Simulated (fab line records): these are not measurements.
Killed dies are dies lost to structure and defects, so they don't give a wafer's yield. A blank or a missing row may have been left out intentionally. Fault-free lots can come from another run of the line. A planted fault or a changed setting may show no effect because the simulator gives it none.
Comparing a struck lot with a sound one || flow n5_finfet || 30 steps out of a route of 1938
Sound: the wafers L723.2, L723.3, L723.5. Wafers L722.1, L722.3, L722.5 were the ones struck. The cause comes at the end.
For every step that has rows: the tool of each side, followed by ch and its chambers, followed by its first start. Under that, the readings that differ: sound wafers || struck wafers || difference of the means || sigmas: that difference in standard deviations of wafers without a fault.
alike: readings whose means differ by less than 2 such deviations, and words and numbers that are the same on both sides. not compared: withheld readings, readings that some wafer has no value for, bounds like >300 that may hide the same value, and numbers for which the record gives no deviation and whose values overlap.
The two part at a step that has a row with sigmas, a row that says differs or no value, or rows on one side only. Numbers that don't overlap but have no deviation are shown without sigmas and don't part them. Lack of a reading on every wafer of one side parts them only where that side has two or more wafers.

N5_BEOL_M0_SAQP_INSPECT_16: inspects for defects (brightfield).
  sound on defect_inspect-02, day 10 14:26; struck on defect_inspect-02, day 10 10:47
  alike: raw_defect_count
then, 6 steps without rows for these wafers: N5_BEOL_M0_SAQP_DESCUM_19 (chemistry O2, time 7.9 s); N5_BEOL_M0_SAQP_ETCH_83 (etches SiARC in CF4, target depth 39 nm, time 65 s); N5_BEOL_M0_SAQP_ETCH_84 (etches SOC in N2/H2, target depth 100 nm, overetch 20 nm, time 150 s); N5_BEOL_M0_SAQP_STRIP_80 (strips in N2/H2); N5_BEOL_M0_SAQP_HM_OPEN_112 (chemistry CHF3/O2, target SiO2, stops on a-Si, target depth 12 nm, time 13.5 s); N5_BEOL_M0_SAQP_STRIP_113 (strips in CHF3/O2).
N5_BEOL_M0_SAQP_MANDREL_ETCH_20: etches a-Si in HBr/Cl2, stops on SiNx, target depth 60 nm, bt time 10 s, time 30 s.
  sound on rie_si-03 ch 1,2,3, day 10 14:45; struck on rie_si-01 ch 0,1,2, day 10 11:06
  alike: drypump_motor_current_A, oes_product_au, throttle_valve_pct
  not compared: rf_hours_counter_h
N5_BEOL_M0_SAQP_STRIP_86: strips in N2/H2.
  sound on rie_diel-03 ch 0,1,3, day 10 14:53; struck on rie_diel-02 ch 1,2,3, day 10 11:17
  alike: drypump_motor_current_A, oes_product_au, rf_vpp_V, showerhead_plenum_p_Torr, temp_c, throttle_valve_pct
  not compared: rf_hours_counter_h
then, 2 steps without rows for these wafers: N5_BEOL_M0_SAQP_STRIP_115 (strips in post etch residue remover, time 60 s); N5_BEOL_M0_SAQP_SRD_93 (time 30 s).
N5_BEOL_M0_SAQP_RECESS_114: chemistry HF/NH3, target SiO2, target depth 14.4 nm, afs cycles 3, sublimation time 60 s.
  sound on vapor_etch-01 ch 1, day 10 15:01; struck on vapor_etch-01 ch 0,1, day 10 11:25
  alike: drypump_motor_current_A, temp_c
N5_BEOL_M0_SAQP_SPACER1_ALD_98: deposits SiO2, target thk 12.8 nm, pulse time 1 s, purge time 2 s.
  sound on ald_sin-03 ch 1,2, day 10 15:25; struck on ald_sin-03 ch 0,1,3, day 10 11:52
  no value came back on the struck wafers for any of 5 readings (ald_cycles, chamber_pressure_Torr (Torr) and others); on the sound wafers ald_cycles reads 138 138 138
then, 1 step without rows for these wafers: N5_BEOL_M0_SAQP_SPACER1_ETCHBACK_99 (etches SiO2 in CHF3/O2, target depth 15.4 nm, time 7.7 s).
N5_BEOL_M0_SAQP_MANDREL1_REMOVE_100: chemistry HBr/Cl2/O2, target a-Si, stops on SiNx, bt time 10 s.
  sound on rie_si-01 ch 1,2, day 10 15:58; struck on rie_si-03 ch 2,3, day 10 12:26
{"reading": "oes_product_au (a.u.)", "sound": "1.021 0.978 0.968", "struck": "1.027 1.009 1.020", "difference": "+0.030", "sigmas": "+2"}
{"reading": "model.BEOL_M0_SAQP.cd_nm (nm)", "sound": "12.8 12.8 12.8", "struck": "42.2 42.6 42.4", "difference": "+29.6", "sigmas": ""}
  alike: drypump_motor_current_A, throttle_valve_pct
  not compared: rf_hours_counter_h
N5_BEOL_M0_SAQP_CD_MEAS_25: the cd target is 13.1 nm.
  sound on cd_sem-02 ch 0, day 10 16:05; struck on cd_sem-01 ch 0, day 10 12:32
{"reading": "cd_nm (nm)", "sound": "12.95 12.90 12.90", "struck": "- - -", "difference": "no value on the struck wafers", "sigmas": ""}
then, 2 steps without rows for these wafers: N5_BEOL_M0_SAQP_ETCH_101 (etches SiNx in CH3F/O2, target depth 29.9 nm, time 42.7 s); N5_BEOL_M0_SAQP_ETCH_102 (etches SiO2 in CF4, target depth 4 nm, time 4.4 s).
N5_BEOL_M0_SAQP_MANDREL_ETCH_103: etches a-Si in HBr/Cl2, stops on SiCN, target depth 45 nm, bt time 10 s, time 27 s.
  sound on rie_si-03 ch 1,2,3, day 10 16:26; struck on rie_si-05 ch 1,3, day 10 12:43
{"reading": "drypump_motor_current_A (A)", "sound": "5.6 5.4 5.3", "struck": "6.8 5.9 6.8", "difference": "+1.1", "sigmas": "+3"}
  alike: oes_product_au, throttle_valve_pct
  not compared: rf_hours_counter_h
N5_BEOL_M0_SAQP_RECESS_104: chemistry HF/NH3, target SiO2, target depth 18 nm, afs cycles 3, sublimation time 60 s.
  sound on vapor_etch-01 ch 0,1, day 10 16:31; struck on vapor_etch-02 ch 0,1, day 10 12:48
  alike: drypump_motor_current_A, temp_c
then, 7 steps without rows for these wafers: N5_BEOL_M0_SAQP_COAT_105 (time 60 s, resist thk 100 nm); N5_BEOL_M0_SAQP_ETCH_106 (etches SOC in N2/H2, stops on SiNx, target depth 150 nm); N5_BEOL_M0_SAQP_ETCH_107 (etches SiNx in CH3F/O2, target depth 30 nm); N5_BEOL_M0_SAQP_STRIP_108 (strips in N2/H2); N5_BEOL_M0_SAQP_RECESS_109 (chemistry HF/NH3, target SiO2, target depth 3 nm, afs cycles 1, sublimation time 60 s); N5_BEOL_M0_SAQP_SPACER2_ALD_26 (deposits SiO2, target thk 15 nm, pulse time 1 s, purge time 2 s); N5_BEOL_M0_SAQP_SPACER2_ETCHBACK_27 (etches SiO2 in CHF3/O2, target depth 22.5 nm, time 11.25 s).
N5_BEOL_M0_SAQP_MANDREL2_REMOVE_110: chemistry HBr/Cl2/O2, target a-Si, stops on SiCN, bt time 10 s.
  sound on rie_si-05 ch 0,2,3, day 10 18:01; struck on rie_si-01 ch 1,2, day 10 14:12
{"reading": "model.BEOL_M0_SAQP.cd_nm (nm)", "sound": "15 14.8 14.8", "struck": "42 42.2 42.2", "difference": "+27", "sigmas": ""}
  alike: drypump_motor_current_A, oes_product_au, throttle_valve_pct
  not compared: rf_hours_counter_h
N5_BEOL_M0_SAQP_CD_MEAS_29: the cd target is 14.4 nm.
  sound on cd_sem-02 ch 0, day 10 18:08; struck on cd_sem-02 ch 0, day 10 14:19
{"reading": "cd_nm (nm)", "sound": "15.14 14.63 14.46", "struck": "- - -", "difference": "no value on the struck wafers", "sigmas": ""}
N5_BEOL_M4_RC_MEAS_101:
  the record has rows for the sound wafers here (prober-01 ch 0, day 13 15:58) and none for the struck ones

WHERE THEY PART
Last at N5_BEOL_M4_RC_MEAS_101 as far as this record goes, first at N5_BEOL_M0_SAQP_SPACER1_ALD_98.

WHY: the cause the simulator had injected
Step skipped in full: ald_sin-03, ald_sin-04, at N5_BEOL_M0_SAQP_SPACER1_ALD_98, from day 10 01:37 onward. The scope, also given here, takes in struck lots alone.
